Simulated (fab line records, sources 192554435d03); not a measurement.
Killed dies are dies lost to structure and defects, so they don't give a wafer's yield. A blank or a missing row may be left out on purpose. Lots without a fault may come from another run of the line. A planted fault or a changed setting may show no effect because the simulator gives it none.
Which tool did it? | flow n5_finfet | 11 lots, 29 wafers sampled, at 2 steps of a route of 1938

WHAT THE GAUGES READ, wafer by wafer
N5_BEOL_M11_INSPECT_30: inspects for defects (brightfield).
lot  | measured     | on                | raw_defect_count
L594 | day 10 04:22 | defect_inspect-01 | 255 292 232
L596 | day 11 00:47 | defect_inspect-02 | 418 449 445
L601 | day 12 00:36 | defect_inspect-02 | 344 376 323
L599 | day 12 03:32 | defect_inspect-01 | 585 475
L600 | day 12 03:43 | defect_inspect-02 | 452 483 370
L604 | day 13 10:03 | defect_inspect-01 | 318 441
L605 | day 13 13:31 | defect_inspect-02 | 264 351
L607 | day 14 05:13 | defect_inspect-02 | 325 383
L611 | day 14 17:35 | defect_inspect-02 | 447 324 286
L613 | day 15 10:26 | defect_inspect-02 | 319 329 374
L612 | day 15 10:36 | defect_inspect-01 | 195 308 388

WHICH TOOL RAN EACH LOT (tool, then ch and the chambers of the sampled wafers, then the start)
lot  | N5_BEOL_M11_STRIP_19
L594 | rie_diel-05 ch 0,2,3, day 10 03:57
L596 | rie_diel-05 ch 0,1,2, day 10 22:32
L601 | rie_diel-02 ch 2,3, day 11 23:16
L599 | rie_diel-05 ch 0,1, day 12 02:52
L600 | rie_diel-05 ch 1,2,3, day 12 02:57
L604 | rie_diel-05 ch 1,3, day 13 07:29
L605 | rie_diel-02 ch 1,2, day 13 12:05
L607 | rie_diel-04 ch 1,3, day 14 04:41
L611 | rie_diel-05 ch 2,3, day 14 16:10
L613 | rie_diel-05 ch 0,1,2, day 15 08:39
L612 | rie_diel-05 ch 0,1,2, day 15 08:59
- N5_BEOL_M11_STRIP_19: strips in O2.

THE ANSWER, worked out from the rows above alone
Rule: what is usual is taken from the lots themselves. Put in order of their means at a reading, lots are off if they are a third of the lots or fewer, leave a main group of 4 or more, and stand apart from it by a gap of 3 or more times the standard deviation of the main group's means; of several such gaps the widest counts. A main group whose means are all the same, to the digits that the tables above print for the reading, isn't used. A lot without any number at a reading at which 4 lots or more have one is off too. The other lots that the step has rows for count as sound.
No lot is off at any reading shown: from this, nothing can be told.

WHAT THE SIMULATOR HAD PUT IN
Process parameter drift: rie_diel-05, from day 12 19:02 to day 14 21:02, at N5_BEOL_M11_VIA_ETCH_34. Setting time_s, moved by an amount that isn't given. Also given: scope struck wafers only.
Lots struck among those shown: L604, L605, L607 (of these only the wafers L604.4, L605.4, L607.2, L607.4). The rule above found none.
